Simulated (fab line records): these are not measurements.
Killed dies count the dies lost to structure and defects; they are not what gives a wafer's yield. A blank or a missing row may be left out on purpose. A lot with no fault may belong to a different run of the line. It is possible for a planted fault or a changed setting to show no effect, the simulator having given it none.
Which tool did it? | flow nand_harc | 45 wafers from 15 lots sampled at 5 of the route's 1159 steps

== WHAT THE GAUGES SHOWED, per wafer ==
The record holds no reading of a measuring or inspecting step that can be judged against a usual standard deviation.

== EACH LOT AND THE TOOL THAT RAN IT (in order: tool; ch and the chambers of the sampled wafers; start) ==
lot  | NHARC_A_WL_FILL_ALD_10           | NHARC_A_WL_FILL_ALD_19              | NHARC_A_WL_FILL_CVD_20        | NHARC_A_WL_FILL_CMP_12        | NHARC_A_CONTACT_DEP_24
L494 | ald_hk-03 ch 0,2,3, day 15 16:26 | ald_metal-03 ch 0,1, day 16 02:31   | cvd_w-02 ch 0,1, day 16 04:08 | cmp-02 ch 0,3, day 16 07:42   | pecvd-04 ch 0,1, day 16 08:20
L495 | ald_hk-01 ch 2,3, day 16 09:02   | ald_metal-04 ch 0,3, day 16 19:28   | cvd_w-01 ch 0, day 16 21:08   | cmp-04 ch 0,1,2, day 17 02:08 | pecvd-02 ch 0,1,2, day 17 03:03
L496 | ald_hk-03 ch 0,2,3, day 16 10:34 | ald_metal-02 ch 0,1,3, day 16 19:28 | cvd_w-01 ch 0,1, day 17 05:46 | cmp-02 ch 1,2,3, day 17 10:53 | pecvd-04 ch 0,1, day 17 11:31
L500 | ald_hk-03 ch 0,3, day 16 23:31   | ald_metal-03 ch 0,3, day 17 09:39   | cvd_w-01 ch 1, day 17 16:59   | cmp-02 ch 2,3, day 17 21:17   | pecvd-02 ch 0,2, day 17 21:49
L499 | ald_hk-01 ch 0,3, day 16 23:31   | ald_metal-04 ch 1,2, day 17 09:38   | cvd_w-02 ch 0,1, day 17 15:32 | cmp-03 ch 0,1, day 17 19:04   | pecvd-01 ch 0,1,2, day 17 19:37
L498 | ald_hk-02 ch 0,2,3, day 17 00:32 | ald_metal-02 ch 0,2,3, day 17 09:46 | cvd_w-02 ch 0,1, day 17 18:19 | cmp-03 ch 0,1,3, day 17 23:23 | pecvd-04 ch 1,2, day 18 00:01
L502 | ald_hk-02 ch 1,2,3, day 17 20:40 | ald_metal-03 ch 2,3, day 18 06:02   | cvd_w-02 ch 0,1, day 18 06:56 | cmp-04 ch 1,2,3, day 18 11:19 | pecvd-02 ch 1,2, day 18 11:51
L503 | ald_hk-03 ch 0,1,2, day 17 23:12 | ald_metal-04 ch 1,2,3, day 18 08:54 | cvd_w-02 ch 0,1, day 18 11:00 | cmp-04 ch 1,3, day 18 16:04   | pecvd-02 ch 0,1, day 18 16:40
L505 | ald_hk-01 ch 1,2,3, day 18 14:44 | ald_metal-02 ch 0,1, day 19 01:16   | cvd_w-01 ch 0,1, day 19 02:11 | cmp-02 ch 0,2,3, day 19 06:37 | pecvd-02 ch 0,1, day 19 07:12
L507 | ald_hk-01 ch 1,2, day 18 20:26   | ald_metal-02 ch 0,1,2, day 19 06:07 | cvd_w-01 ch 0,1, day 19 06:18 | cmp-02 ch 0,2, day 19 11:27   | -
L506 | ald_hk-02 ch 1,2,3, day 18 20:56 | ald_metal-03 ch 0,2,3, day 19 06:09 | cvd_w-02 ch 0,1, day 19 07:01 | cmp-03 ch 0,1, day 19 11:25   | pecvd-04 ch 0,2, day 19 12:04
L509 | ald_hk-02 ch 0,3, day 19 01:31   | ald_metal-02 ch 0,1,3, day 19 12:04 | cvd_w-01 ch 0,1, day 19 12:16 | cmp-02 ch 0,2,3, day 19 17:19 | -
L508 | ald_hk-03 ch 1,2,3, day 19 02:07 | ald_metal-04 ch 1,2,3, day 19 12:05 | cvd_w-02 ch 0,1, day 19 12:17 | cmp-04 ch 0,1,3, day 19 17:20 | -
L510 | ald_hk-02 ch 0,1, day 20 01:34   | ald_metal-02 ch 0,1, day 20 12:04   | cvd_w-02 ch 0,1, day 20 13:16 | cmp-04 ch 1,2, day 20 18:17   | pecvd-04 ch 0,1,2, day 20 18:53
L512 | ald_hk-01 ch 1,2,3, day 20 07:04 | ald_metal-02 ch 2,3, day 20 17:11   | cvd_w-01 ch 0,1, day 20 19:18 | cmp-03 ch 2,3, day 21 00:26   | pecvd-04 ch 0,2, day 21 01:16
- NHARC_A_WL_FILL_ALD_10: deposits SiO2, target thk 50 nm, pulse time 10 s, ald cycles 500.
- NHARC_A_WL_FILL_ALD_19: deposits TiN, target thk 2 nm, pulse time 3 s, ald cycles 100.
- NHARC_A_WL_FILL_CVD_20: deposits W, target thk 75 nm, time 5064 s.
- NHARC_A_WL_FILL_CMP_12: polishes, t overpolish 30 s, target thk 75 nm.
- NHARC_A_CONTACT_DEP_24: deposits SiO2, target thk 500 nm.

== AS READ BY THE TOOLS THEMSELVES (means over the sampled wafers that have a number; for cases with no such wafer, the mark the record gives instead) ==
NHARC_A_WL_FILL_ALD_10. Usual: heater_power_outer_w 263 W, standard deviation 19; heater_power_w 467 W, standard deviation 35; precursor_pulse_height_rel 1.001, standard deviation 0.019.
lot  | tool      | heater_power_outer_w (W) | heater_power_w (W) | precursor_pulse_height_rel | flag
L494 | ald_hk-03 | 270                      | 462                | 0.987                      |
L495 | ald_hk-01 | 248                      | 454                | 1.003                      |
L496 | ald_hk-03 | 267                      | 465                | 0.989                      |
L500 | ald_hk-03 | 263                      | 463                | 0.999                      |
L499 | ald_hk-01 | 274                      | 499                | 0.996                      |
L498 | ald_hk-02 | 272                      | 475                | 1.028                      |
L502 | ald_hk-02 | 268                      | 442                | 1.013                      |
L503 | ald_hk-03 | 267                      | 480                | 0.984                      |
L505 | ald_hk-01 | 260                      | 474                | 1.004                      |
L507 | ald_hk-01 | 271                      | 485                | 1.021                      |
L506 | ald_hk-02 | 261                      | 449                | 1.004                      |
L509 | ald_hk-02 | 256                      | 473                | 1.020                      |
L508 | ald_hk-03 | 258                      | 437                | 1.000                      |
L510 | ald_hk-02 | 242                      | 438                | 1.005                      |
L512 | ald_hk-01 | 264                      | 471                | 0.988                      |

NHARC_A_WL_FILL_ALD_19. Usual: heater_power_outer_w 713 W, standard deviation 110; heater_power_w 1128 W, standard deviation 130; precursor_pulse_height_rel 1.000, standard deviation 0.021.
lot  | tool         | heater_power_outer_w (W) | heater_power_w (W) | precursor_pulse_height_rel | flag
L494 | ald_metal-03 | 722                      | 1109               | 0.988                      |
L495 | ald_metal-04 | 775                      | 1223               | 1.010                      |
L496 | ald_metal-02 | 640                      | 1087               | 0.991                      |
L500 | ald_metal-03 | 780                      | 1229               | 0.985                      |
L499 | ald_metal-04 | 704                      | 1105               | 0.994                      |
L498 | ald_metal-02 | 738                      | 1176               | 0.981                      |
L502 | ald_metal-03 | 747                      | 1156               | 1.031                      |
L503 | ald_metal-04 | 677                      | 1094               | 0.984                      |
L505 | ald_metal-02 | 527                      | 903                | 1.006                      |
L507 | ald_metal-02 | 637                      | 1027               | 1.026                      |
L506 | ald_metal-03 | 776                      | 1176               | 1.001                      |
L509 | ald_metal-02 | 641                      | 1057               | 0.986                      |
L508 | ald_metal-04 | 669                      | 1099               | 0.994                      |
L510 | ald_metal-02 | 592                      | 995                | 0.997                      |
L512 | ald_metal-02 | 802                      | 1236               | 1.002                      |

NHARC_A_WL_FILL_CVD_20. Usual: chamber_pressure_Torr 40.01 Torr, standard deviation 0.083; heater_power_outer_w 268 W, standard deviation 25; heater_power_w 467 W, standard deviation 31; throttle_valve_pct 7.98 %, standard deviation 0.21.
lot  | tool     | chamber_pressure_Torr (Torr) | heater_power_outer_w (W) | heater_power_w (W) | throttle_valve_pct (%) | flag
L494 | cvd_w-02 | 39.94                        | 286                      | 503                | 8.15                   |
L495 | cvd_w-01 | 40.06                        | 253                      | 417                | 7.85                   |
L496 | cvd_w-01 | 40.04                        | 251                      | 440                | 7.76                   |
L500 | cvd_w-01 | 39.89                        | 247                      | 465                | 7.96                   |
L499 | cvd_w-02 | 40.07                        | 289                      | 494                | 8.03                   |
L498 | cvd_w-02 | 40.05                        | 293                      | 493                | 8.17                   |
L502 | cvd_w-02 | 40.04                        | 298                      | 492                | 8.12                   |
L503 | cvd_w-02 | 39.95                        | 294                      | 489                | 8.15                   |
L505 | cvd_w-01 | 40.07                        | 250                      | 439                | 7.80                   |
L507 | cvd_w-01 | -                            | -                        | -                  | -                      | OFF
L506 | cvd_w-02 | 39.99                        | 295                      | 497                | 8.14                   |
L509 | cvd_w-01 | -                            | -                        | -                  | -                      | OFF
L508 | cvd_w-02 | -                            | -                        | -                  | -                      | OFF
L510 | cvd_w-02 | 39.96                        | 282                      | 487                | 8.19                   |
L512 | cvd_w-01 | 40.03                        | 254                      | 439                | 7.88                   |

NHARC_A_WL_FILL_CMP_12. Usual: motor_current_A 12.0 A, standard deviation 1.4; overpolish_run_s 30.001 s, standard deviation 0.0087; retaining_ring_pressure_frac 1.000, standard deviation 0.0054; time_to_endpoint_s 16.1 s, standard deviation 1.9.
lot  | tool   | motor_current_A (A) | overpolish_run_s (s) | retaining_ring_pressure_frac | time_to_endpoint_s (s) | flag
L494 | cmp-02 | 12.8                | 29.997               | 0.994                        | 15.4                   |
L495 | cmp-04 | 12.1                | 29.997               | 0.999                        | 15.0                   |
L496 | cmp-02 | 11.7                | 29.999               | 1.001                        | 17.2                   |
L500 | cmp-02 | 11.4                | 29.999               | 0.999                        | 16.0                   |
L499 | cmp-03 | 12.8                | 30.005               | 1.002                        | 14.2                   |
L498 | cmp-03 | 12.3                | 30.006               | 0.999                        | 14.9                   |
L502 | cmp-04 | 11.5                | 30.002               | 0.998                        | 15.1                   |
L503 | cmp-04 | 11.0                | 30.000               | 0.995                        | 14.0                   |
L505 | cmp-02 | 12.4                | 29.998               | 1.000                        | 16.1                   |
L507 | cmp-02 | 11.9                | 30.000               | 0.992                        | 0.8                    | OFF
L506 | cmp-03 | 12.3                | 30.003               | 1.003                        | 16.3                   |
L509 | cmp-02 | 12.0                | 29.995               | 0.996                        | 2.8                    | OFF
L508 | cmp-04 | 12.4                | 29.998               | 1.006                        | 1.1                    | OFF
L510 | cmp-04 | 10.8                | 30.007               | 0.998                        | 17.4                   |
L512 | cmp-03 | 10.8                | 30.001               | 1.000                        | 18.2                   |

NHARC_A_CONTACT_DEP_24. Usual: heater_power_outer_w 278 W, standard deviation 57; heater_power_w 520 W, standard deviation 84; throttle_valve_pct 16.0 %, standard deviation 0.44.
lot  | tool     | heater_power_outer_w (W) | heater_power_w (W) | throttle_valve_pct (%) | flag
L494 | pecvd-04 | 225                      | 436                | 15.6                   |
L495 | pecvd-02 | 314                      | 570                | 16.0                   |
L496 | pecvd-04 | 198                      | 403                | 15.4                   |
L500 | pecvd-02 | 305                      | 541                | 16.3                   |
L499 | pecvd-01 | 272                      | 527                | 15.9                   |
L498 | pecvd-04 | 238                      | 475                | 16.0                   |
L502 | pecvd-02 | 328                      | 585                | 15.8                   |
L503 | pecvd-02 | 322                      | 569                | 16.1                   |
L505 | pecvd-02 | 330                      | 580                | 16.0                   |
L506 | pecvd-04 | 253                      | 486                | 15.9                   |
L510 | pecvd-04 | 235                      | 456                | 16.0                   |
L512 | pecvd-04 | 257                      | 492                | 16.1                   |

== THE ANSWER, worked out from the rows above alone ==
Rule: a lot is off if the mean of its wafers that have a number lies more than 3 standard deviations from the usual mean. A lot without any number at a reading at which 4 lots or more have one is off too. The other lots that the step has rows for count as sound. Order of review: gauges by route order, followed by the tools' own readings, for which a lot's mean as printed above is used. At the first step where some lot is off, the reading lying furthest off is the one used; lots without a number count as furthest.
Off, at NHARC_A_WL_FILL_CVD_20 on chamber_pressure_Torr: L507, L509, L508. Without a number there: L507, L509, L508.
A tool fits if, at that step or a process step before it, it ran every lot that is off, and no sound lot after the first of them. Not one of the candidates tried fits.

== WHAT THE SIMULATOR HAD INSERTED ==
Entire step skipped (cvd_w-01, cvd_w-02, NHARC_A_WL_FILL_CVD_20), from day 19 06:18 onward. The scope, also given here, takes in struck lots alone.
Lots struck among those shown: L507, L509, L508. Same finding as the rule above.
